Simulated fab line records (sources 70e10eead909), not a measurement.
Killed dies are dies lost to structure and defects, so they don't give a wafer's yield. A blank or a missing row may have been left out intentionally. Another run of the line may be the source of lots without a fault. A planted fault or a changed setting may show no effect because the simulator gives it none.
A struck lot beside a sound one | flow nand harc | 15 steps out of a route of 1302
Sound: these wafers, L370.1, L370.3, L370.5. The struck wafers were L381.3, L381.6. At the end, the cause is stated.
Order at every step that has rows: each side's tool, ch and its chambers, its first start. Under that, the readings that differ: sound wafers | struck wafers | difference of the means | sigmas: that difference in standard deviations of wafers without a fault.
alike: readings whose means differ by less than 2 such deviations, and words and numbers that are the same on both sides. not compared: withheld readings, readings that some wafer has no value for, bounds like >300 that may hide the same value, and numbers for which the record gives no deviation and whose values overlap.
The two part at a step that has a row with sigmas, a row that says differs or no value, or rows on one side only. Numbers that have no deviation but don't overlap get no sigmas and don't part them. A reading missing from all wafers of one side parts the sides only when that side holds two or more wafers.

NHARC_A_SGD_CUT_THK_MEAS_22: measures by ellipsometry.
  struck on film metro-02, day 27 10:29; sound on film metro-02, day 22 11:08
  alike: thk nm
then, 2 steps without rows for these wafers: NHARC_A_SGD_CUT_SRD_23; NHARC_A_SGD_CUT_ETCH_26 (etches SiO2 in dHF, target depth 45.8 nm).
NHARC_A_SGD_CUT_ETCHBACK_24: etches the open film in CH3F/O2, target depth 50 nm, time 92.857 s.
  sound on rie diel-05 ch 1,2, day 22 11:22; struck on rie diel-05 ch 0,3, day 27 10:44
  alike: drypump motor current A, oes product au, rf vpp V, showerhead plenum p Torr, throttle valve pct
  not compared: rf hours counter h
NHARC_A_SGD_CUT_STRIP_28: strips in O2, time 20 s.
  sound: rie diel-05 ch 2,3; struck: rie diel-05 ch 0,2
  alike: drypump motor current A, oes product au, rf vpp V, showerhead plenum p Torr, throttle valve pct
  not compared: rf hours counter h
NHARC_A_SGD_CUT_INSPECT_25:
  struck on defect inspect-01, day 27 10:58; sound on defect inspect-02, day 22 11:37
  alike: raw defect count
NHARC_A_SLIT_DEP_25: deposits SiO2, target thk 200 nm.
  sound on pecvd-03 ch 0,1,2, day 22 11:50; struck on pecvd-03 ch 1,2, day 27 11:10
  alike: heater power w, throttle valve pct
NHARC_A_SLIT_DEP_00: deposits aC, target thk 6200 nm.
  sound on acl dep-01 ch 0, day 22 16:47; struck on acl dep-03 ch 0, day 27 12:46
  alike: throttle valve pct
NHARC_A_SLIT_DEP_23: deposits SiON, target thk 100 nm.
  sound on pecvd-03 ch 1,2, day 22 20:35; struck on pecvd-01 ch 0,2, day 27 15:19
  alike: heater power w
then, 3 steps without rows for these wafers: NHARC_A_SLIT_DEHYDRATE_01 (time 120 s); NHARC_A_SLIT_HMDS_02 (time 30 s); NHARC_A_SLIT_COAT_03 (resist thk 90 nm).
NHARC_A_SLIT_SOFTBAKE_04: time 55 s.
  sound on litho track-06 ch 0, day 22 20:00; struck on litho track-06 ch 0, day 27 15:00
  reading                  | sound                | struck        | difference | sigmas
  heater power total W (W) | 188.28 188.34 188.38 | 219.07 219.21 | +30.81     | +99 or more
after that, 1 step had no rows for these wafers: NHARC_A_SLIT_EBR_05.
-- the record jumps here: 5 days lie between the struck wafers' starts before and after (it left off in module A_SLIT and takes up again in module END, whose first step shown is number 1302 of the route) --
NHARC_END_SORT_01:
  sound on prober-02 ch 0, day 27 16:47; struck on prober-02 ch 0, day 32 23:53
  alike: killed at array, killed at other, killed at periphery, killed dies, killed open, killed short

WHERE THEY PART
Only at NHARC_A_SLIT_SOFTBAKE_04, within this record. Later steps at which nothing parts them and some readings are alike: NHARC_END_SORT_01.

WHY: the cause the simulator had injected
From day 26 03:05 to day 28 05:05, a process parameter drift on litho track-06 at NHARC_A_SLIT_SOFTBAKE_04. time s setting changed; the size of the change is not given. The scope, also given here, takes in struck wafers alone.
